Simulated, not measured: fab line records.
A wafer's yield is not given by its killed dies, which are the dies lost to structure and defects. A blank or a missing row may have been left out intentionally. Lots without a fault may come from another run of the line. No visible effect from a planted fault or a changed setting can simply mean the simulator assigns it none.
Chamber matching + flow nand_harc + NHARC_A_WL_FILL_ALD_02 on ald_metal-02 has 4 sister chambers
The step deposits TiN, target thk 2 nm, pulse time 3 s, ald cycles 100. 16 wafers are shown with their chamber, then 8 later ones without.

== WAFERS, EACH WITH ITS CHAMBER ==
| wafer  | chamber | heater_power_outer_w (W) | heater_power_w (W) | precursor_pulse_height_rel |
|--------|---------|--------------------------|--------------------|----------------------------|
| L075.2 | 1       | 789                      | 1119               | 0.979                      |
| L075.3 | 0       | 639                      | 918                | 1.028                      |
| L075.5 | 2       | 608                      | 1044               | 1.003                      |
| L078.2 | 3       | 668                      | 1039               | 1.013                      |
| L078.3 | 0       | 653                      | 937                | 1.004                      |
| L078.5 | 3       | 661                      | 1063               | 0.959                      |
| L080.2 | 1       | 780                      | 1189               | 0.982                      |
| L080.4 | 0       | 652                      | 965                | 1.007                      |
| L080.6 | 1       | 778                      | 1153               | 1.018                      |
| L084.1 | 3       | 658                      | 1032               | 1.002                      |
| L084.2 | 0       | 623                      | 921                | 0.996                      |
| L084.6 | 0       | 616                      | 931                | 1.020                      |
| L087.2 | 3       | 666                      | 1029               | 1.001                      |
| L087.4 | 0       | 609                      | 922                | 1.031                      |
| L087.5 | 2       | 633                      | 1038               | 0.966                      |
| L088.2 | 2       | 609                      | 1044               | 1.027                      |

SIGNATURES (means of the wafers above)
| reading                    | chamber 0 | chamber 1 | chamber 2 | chamber 3 | scatter within a chamber |
|----------------------------|-----------|-----------|-----------|-----------|--------------------------|
| heater_power_outer_w       | 632.00    | 782.33    | 616.67    | 663.25    | 13.8                     |
| heater_power_w             | 932.33    | 1153.67   | 1042.00   | 1040.75   | 19.8                     |
| precursor_pulse_height_rel | 1.01433   | 0.99300   | 0.99867   | 0.99375   | 0.0215                   |
Rule: a wafer's distance from a chamber is the root of the sum, over the readings, of the square of ((its reading less the chamber's mean) divided by the reading's scatter). The wafer belongs to the nearest chamber; if the next one is less than 2 further off, it can't be placed. The scatter: take each reading less its chamber's mean, square it, sum over the shown wafers, divide by the number of wafers less the number of chambers, and take the root.

== WAFERS WHOSE CHAMBER IS MISSING ==
| wafer  | heater_power_outer_w (W) | heater_power_w (W) | precursor_pulse_height_rel |
|--------|--------------------------|--------------------|----------------------------|
| L088.3 | 629                      | 949                | 0.985                      |
| L088.6 | 668                      | 1037               | 1.056                      |
| L091.1 | 805                      | 1154               | 1.008                      |
| L091.4 | 663                      | 1041               | 0.986                      |
| L091.6 | 787                      | 1145               | 1.026                      |
| L095.1 | 638                      | 1066               | 1.001                      |
| L095.3 | 767                      | 1116               | 1.023                      |
| L095.6 | 640                      | 998                | 1.039                      |

== CHAMBER TAKEN BY EACH ==
| wafer  | from the rows above          | in truth |
|--------|------------------------------|----------|
| L088.3 | 0                            | 0        |
| L088.6 | can't be placed: 3 or 2      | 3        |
| L091.1 | 1                            | 1        |
| L091.4 | 3                            | 3        |
| L091.6 | 1                            | 1        |
| L095.1 | can't be placed: 2 or 3      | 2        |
| L095.3 | 1                            | 1        |
| L095.6 | can't be placed: 2 or 3 or 0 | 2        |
Correctly placed: 5 of 8. These rows do not allow placing 3 (true chamber among the candidates in 3). Placed wrongly: 0.
